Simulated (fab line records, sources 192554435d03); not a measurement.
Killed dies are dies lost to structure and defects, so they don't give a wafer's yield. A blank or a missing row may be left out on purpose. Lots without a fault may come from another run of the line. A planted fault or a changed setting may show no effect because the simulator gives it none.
Which tool did it? | flow n5_finfet | 11 lots, 29 wafers sampled, at 5 steps of a route of 1938

WHAT THE GAUGES READ, wafer by wafer
N5_BEOL_M4_RC_MEAS_101.
lot  | measured     | on        | IOFF_P_LONG (nA/um)
L358 | day 7 14:54  | prober-01 | 0.000113 0.000106 0.000109
L359 | day 8 06:20  | prober-01 | 0.000105 0.0001 0.000106
L360 | day 8 08:42  | prober-02 | 0.000382 0.000121
L361 | day 8 09:32  | prober-01 | 0.000113 0.000353
L370 | day 11 05:29 | prober-01 | 9.9e-05 9.7e-05 0.000107
L374 | day 12 02:38 | prober-01 | 0.000108 0.000111
L375 | day 12 05:31 | prober-01 | 8.9e-05 8.8e-05 8.6e-05
L376 | day 12 10:04 | prober-01 | 0.000112 0.00011
L377 | day 12 12:51 | prober-01 | 9.5e-05 9.6e-05 9.5e-05
L378 | day 12 17:18 | prober-01 | 0.000125 0.000128 0.000132
L381 | day 14 09:27 | prober-01 | 0.000119 0.000116 0.000122

WHICH TOOL RAN EACH LOT (tool, then ch and the chambers of the sampled wafers, then the start)
lot  | N5_HKMG_FIN_ALD_74              | N5_BEOL_M4_ANNEAL_89         | N5_BEOL_M4_ANNEAL_93         | N5_BEOL_M4_PRE_CLEAN_60
L358 | ald_hk-03 ch 2,3, day 4 05:14   | pvd_sputter-02, day 7 12:32  | pvd_sputter-02, day 7 12:59  | cvd_co-01 ch 0,1,2, day 7 14:11
L359 | ald_hk-03 ch 0,2,3, day 4 08:53 | pvd_sputter-01, day 8 04:17  | pvd_sputter-01, day 8 04:44  | cvd_co-01 ch 0,1,2, day 8 05:55
L360 | ald_hk-03 ch 0,3, day 4 13:38   | pvd_sputter-02, day 8 06:49  | pvd_sputter-02, day 8 07:15  | cvd_co-02 ch 0,2, day 8 08:26
L361 | ald_hk-03 ch 1,3, day 4 18:50   | pvd_sputter-01, day 8 07:28  | pvd_sputter-01, day 8 07:55  | cvd_co-02 ch 1,2, day 8 09:06
L370 | ald_hk-02 ch 1,2,3, day 7 06:15 | pvd_sputter-02, day 11 03:26 | pvd_sputter-02, day 11 03:53 | cvd_co-01 ch 0,1, day 11 05:13
L374 | ald_hk-02 ch 3, day 8 01:44     | pvd_sputter-03, day 12 00:26 | pvd_sputter-03, day 12 00:52 | cvd_co-01 ch 1,2, day 12 02:03
L375 | ald_hk-01 ch 2,3, day 8 09:17   | pvd_sputter-01, day 12 03:31 | pvd_sputter-01, day 12 03:57 | cvd_co-01 ch 0,1,2, day 12 05:15
L376 | ald_hk-03 ch 0,3, day 8 13:52   | pvd_sputter-03, day 12 08:07 | pvd_sputter-03, day 12 08:34 | cvd_co-02 ch 0,1, day 12 09:44
L377 | ald_hk-01 ch 0,1,2, day 8 22:12 | pvd_sputter-03, day 12 10:46 | pvd_sputter-03, day 12 11:13 | cvd_co-01 ch 1,2, day 12 12:23
L378 | ald_hk-01 ch 0,3, day 8 22:47   | pvd_sputter-01, day 12 15:23 | pvd_sputter-01, day 12 15:50 | cvd_co-01 ch 1,2, day 12 17:02
L381 | ald_hk-03 ch 0,1,2, day 9 17:31 | pvd_sputter-01, day 14 07:18 | pvd_sputter-01, day 14 07:46 | cvd_co-02 ch 0,1,2, day 14 09:10
- N5_HKMG_FIN_ALD_74: deposits La2O3, target thk 0.5 nm, pulse time 6 s, co reactant pulse time 1 s.
- N5_BEOL_M4_ANNEAL_89: time 240 s.
- N5_BEOL_M4_ANNEAL_93: time 240 s.
- N5_BEOL_M4_PRE_CLEAN_60: time 15 s.

THE ANSWER, worked out from the rows above alone
Rule: what is usual is taken from the lots themselves. Put in order of their means at a reading, lots are off if they are a third of the lots or fewer, leave a main group of 4 or more, and stand apart from it by a gap of 3 or more times the standard deviation of the main group's means; of several such gaps the widest counts. A main group whose means are all the same, to the digits that the tables above print for the reading, isn't used. A lot without any number at a reading at which 4 lots or more have one is off too. The other lots that the step has rows for count as sound.
Off: L360, L361, at N5_BEOL_M4_RC_MEAS_101 (IOFF_P_LONG). The main group: mean 0.000107 nA/um, standard deviation 1.1e-05.
A tool fits if, at a process step before that reading, it ran every lot that is off, and no sound lot after the first of them. The gauges at N5_BEOL_M4_RC_MEAS_101 are tried like those tools. None of those tried fits.

WHAT THE SIMULATOR HAD PUT IN
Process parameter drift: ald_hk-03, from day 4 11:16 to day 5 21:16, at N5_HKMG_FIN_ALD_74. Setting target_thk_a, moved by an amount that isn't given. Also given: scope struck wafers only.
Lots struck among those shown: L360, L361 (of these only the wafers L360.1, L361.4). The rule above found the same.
